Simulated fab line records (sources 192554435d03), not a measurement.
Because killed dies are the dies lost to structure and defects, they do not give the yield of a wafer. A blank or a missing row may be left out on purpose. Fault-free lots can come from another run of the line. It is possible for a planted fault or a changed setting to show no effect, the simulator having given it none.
Matching of chambers    flow n5-finfet    N5_BEOL_M1_ETCHBACK_99 on rie-diel-02: 4 sister chambers
The step etches SiO2 in CHF3, target depth 5 nm, time 10.4 s. 8 wafers are shown with their chamber, then 10 later ones without.

## EACH WAFER AND ITS CHAMBER
wafer   chamber  drypump-motor-current-A (A)  throttle-valve-pct (%)
L078.5  1        5.9                          16.7
L081.5  2        5.8                          16.9
L082.2  2        5.8                          16.9
L082.6  3        5.0                          17.6
L085.5  0        6.0                          17.5
L085.6  3        5.1                          17.6
L091.2  0        5.9                          17.5
L091.4  1        5.9                          16.8

## WAFERS WITH NO CHAMBER GIVEN
wafer   drypump-motor-current-A (A)  throttle-valve-pct (%)
L091.6  5.0                          17.7
L092.2  6.0                          17.5
L092.5  5.9                          16.8
L092.6  6.0                          17.5
L095.1  6.0                          17.5
L095.5  5.7                          16.9
L095.6  5.0                          17.6
L097.1  5.1                          17.7
L097.4  6.0                          17.5
L097.5  5.1                          17.7

## THE CHAMBER EACH PASSED THROUGH
wafer   from the rows above  in truth
L091.6  3                    3
L092.2  0                    0
L092.5  1                    1
L092.6  0                    0
L095.1  0                    0
L095.5  2                    2
L095.6  3                    3
L097.1  3                    3
L097.4  0                    0
L097.5  3                    3
Correctly placed: 10 of 10. Can't be placed from these rows: 0. Number placed wrongly: 0.
How it was worked out, from the rows above alone: a wafer's distance from a chamber is the root of the sum, over the readings, of the square of ((its reading less the chamber's mean) divided by the reading's scatter). If the next closest chamber is less than 2 further off than the closest, the wafer can't be placed; otherwise it belongs to the closest. Each chamber's mean is taken over the wafers shown for it. How the scatter is found: for the shown wafers, subtract from each reading the mean of its chamber, square and add these, divide the total by (wafers less chambers), then take the root.
